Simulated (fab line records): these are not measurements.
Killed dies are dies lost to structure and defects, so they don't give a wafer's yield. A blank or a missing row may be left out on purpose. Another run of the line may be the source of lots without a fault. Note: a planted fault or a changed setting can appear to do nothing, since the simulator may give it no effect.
Chamber matching ; flow nandHarc ; rieDiel-04 running NHARC_P_ZERO_WELL_DESCUM_39: 4 sister chambers
The step chemistry O2, time 3 s. 8 wafers are shown with their chamber, then 8 later ones without.

## WAFERS PAIRED WITH THEIR CHAMBERS
wafer;chamber;drypumpMotorCurrentA (A);showerheadPlenumPTorr (Torr)
L077.1;1;5.6;1.90
L077.3;3;6.6;1.80
L082.1;2;5.2;1.98
L082.6;1;5.6;1.89
L084.2;0;5.5;1.91
L084.4;3;6.5;1.79
L084.6;2;5.2;1.98
L088.1;0;5.5;1.90

## WAFERS MISSING THEIR CHAMBER
wafer;drypumpMotorCurrentA (A);showerheadPlenumPTorr (Torr)
L088.2;5.2;1.97
L088.4;5.5;1.90
L092.1;5.2;1.97
L092.3;5.5;1.90
L092.5;5.2;1.97
L097.2;5.4;1.89
L097.3;5.2;1.96
L097.4;5.6;1.88

## THE CHAMBER EACH PASSED THROUGH
wafer;from the rows above;in truth
L088.2;2;2
L088.4;0;0
L092.1;2;2
L092.3;0;0
L092.5;2;2
L097.2;can't be placed: 0 or 1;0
L097.3;2;2
L097.4;1;1
Placed correctly: 7 of 8. Unplaceable from these rows: 1, with the true chamber sitting among the candidates in 1. Wrongly placed: 0.
How it was worked out, from the rows above alone: a wafer's distance from a chamber is the root of the sum, over the readings, of the square of ((its reading less the chamber's mean) divided by the reading's scatter). If the next closest chamber is less than 2 further off than the closest, the wafer can't be placed; otherwise it belongs to the closest. For every chamber, the mean is computed from those of its wafers that are shown. The scatter is the square root of a quotient: the sum, over the shown wafers, of each reading's squared deviation from its chamber's mean, divided by wafers minus chambers.
